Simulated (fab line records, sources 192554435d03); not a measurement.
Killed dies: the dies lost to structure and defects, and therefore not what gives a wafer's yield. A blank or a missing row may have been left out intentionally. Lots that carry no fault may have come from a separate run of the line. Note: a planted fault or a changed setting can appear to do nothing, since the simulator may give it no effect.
Chamber matching / flow n5 finfet / N5_FIN_SAQP_ETCH_64 on rie si-02 has 4 sister chambers
The step etches SiO2 in CF4, target depth 1.5 nm. 8 wafers are shown with their chamber, then 11 later ones without.

WAFERS WITH THEIR CHAMBER
wafer=L078.6; chamber=1; throttle valve pct (%)=21.69; drypump motor current A (A)=5.7
wafer=L081.1; chamber=1; throttle valve pct (%)=21.67; drypump motor current A (A)=5.7
wafer=L085.2; chamber=3; throttle valve pct (%)=21.81; drypump motor current A (A)=6.2
wafer=L085.4; chamber=0; throttle valve pct (%)=21.65; drypump motor current A (A)=5.9
wafer=L087.2; chamber=0; throttle valve pct (%)=21.65; drypump motor current A (A)=5.9
wafer=L087.5; chamber=3; throttle valve pct (%)=21.84; drypump motor current A (A)=6.2
wafer=L087.6; chamber=2; throttle valve pct (%)=21.30; drypump motor current A (A)=5.9
wafer=L089.2; chamber=2; throttle valve pct (%)=21.30; drypump motor current A (A)=6.0

WAFERS MISSING THEIR CHAMBER
wafer=L089.3; throttle valve pct (%)=21.66; drypump motor current A (A)=5.7
wafer=L089.6; throttle valve pct (%)=21.83; drypump motor current A (A)=6.2
wafer=L090.1; throttle valve pct (%)=21.82; drypump motor current A (A)=6.2
wafer=L090.3; throttle valve pct (%)=21.32; drypump motor current A (A)=6.0
wafer=L090.6; throttle valve pct (%)=21.83; drypump motor current A (A)=6.2
wafer=L095.1; throttle valve pct (%)=21.31; drypump motor current A (A)=6.0
wafer=L095.3; throttle valve pct (%)=21.68; drypump motor current A (A)=5.9
wafer=L095.4; throttle valve pct (%)=21.82; drypump motor current A (A)=6.1
wafer=L096.2; throttle valve pct (%)=21.67; drypump motor current A (A)=5.7
wafer=L096.3; throttle valve pct (%)=21.67; drypump motor current A (A)=5.9
wafer=L096.6; throttle valve pct (%)=21.68; drypump motor current A (A)=5.7

WHICH CHAMBER EACH ONE RAN IN
wafer=L089.3; from the rows above=1; in truth=1
wafer=L089.6; from the rows above=3; in truth=3
wafer=L090.1; from the rows above=3; in truth=3
wafer=L090.3; from the rows above=2; in truth=2
wafer=L090.6; from the rows above=3; in truth=3
wafer=L095.1; from the rows above=2; in truth=2
wafer=L095.3; from the rows above=0; in truth=0
wafer=L095.4; from the rows above=3; in truth=3
wafer=L096.2; from the rows above=1; in truth=1
wafer=L096.3; from the rows above=0; in truth=0
wafer=L096.6; from the rows above=1; in truth=1
Correct placement for 11 of the 11. Left unplaced by these rows: 0. Wrongly placed: 0.
How it was worked out, from the rows above alone: a wafer's distance from a chamber is the root of the sum, over the readings, of the square of ((its reading less the chamber's mean) divided by the reading's scatter). The wafer belongs to the nearest chamber; if the next one is less than 2 further off, it can't be placed. Each chamber's mean is taken over the wafers shown for it. How the scatter is found: for the shown wafers, subtract from each reading the mean of its chamber, square and add these, divide the total by (wafers less chambers), then take the root.
